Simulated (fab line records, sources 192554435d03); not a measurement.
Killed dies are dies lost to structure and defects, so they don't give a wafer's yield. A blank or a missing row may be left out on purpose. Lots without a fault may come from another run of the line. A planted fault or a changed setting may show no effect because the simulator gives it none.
Chamber matching | flow n5_finfet | N5_MOL_CONTACT_COAG_CO_FILL_22 on cvd_co-01: 3 sister chambers
The step material Co, precursor CCTBA/H2, target thk 20 nm. 3 wafers are shown with their chamber, then 10 later ones without.

WAFERS WITH THEIR CHAMBER
wafer  | chamber | heater_power_w (W)
L081.5 | 2       | 219
L090.5 | 0       | 210
L092.3 | 1       | 222

WAFERS WITHOUT THEIR CHAMBER
wafer  | heater_power_w (W)
L092.6 | 203
L094.1 | 206
L094.5 | 229
L094.6 | 204
L096.1 | 228
L096.2 | 212
L096.5 | 227
L097.2 | 226
L097.3 | 224
L097.5 | 222

WHICH CHAMBER EACH WENT THROUGH
wafer  | from the rows above          | in truth
L092.6 | can't be placed: 0 or 2      | 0
L094.1 | can't be placed: 0 or 2      | 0
L094.5 | can't be placed: 1 or 2      | 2
L094.6 | can't be placed: 0 or 2      | 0
L096.1 | can't be placed: 1 or 2      | 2
L096.2 | can't be placed: 0 or 2 or 1 | 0
L096.5 | can't be placed: 1 or 2      | 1
L097.2 | can't be placed: 1 or 2      | 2
L097.3 | can't be placed: 1 or 2      | 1
L097.5 | can't be placed: 1 or 2      | 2
Placed correctly: 0 of 10. Can't be placed from these rows: 10 (the true chamber is among the candidates in 10). Placed wrongly: 0.
How it was worked out, from the rows above alone: a wafer's distance from a chamber is the root of the sum, over the readings, of the square of ((its reading less the chamber's mean) divided by the reading's scatter). The wafer belongs to the nearest chamber; if the next one is less than 2 further off, it can't be placed. A chamber's mean is the mean of its shown wafers. The scatter: with one shown wafer a chamber, the root of the mean of the squares of how far each hidden wafer lies from its nearest shown one.
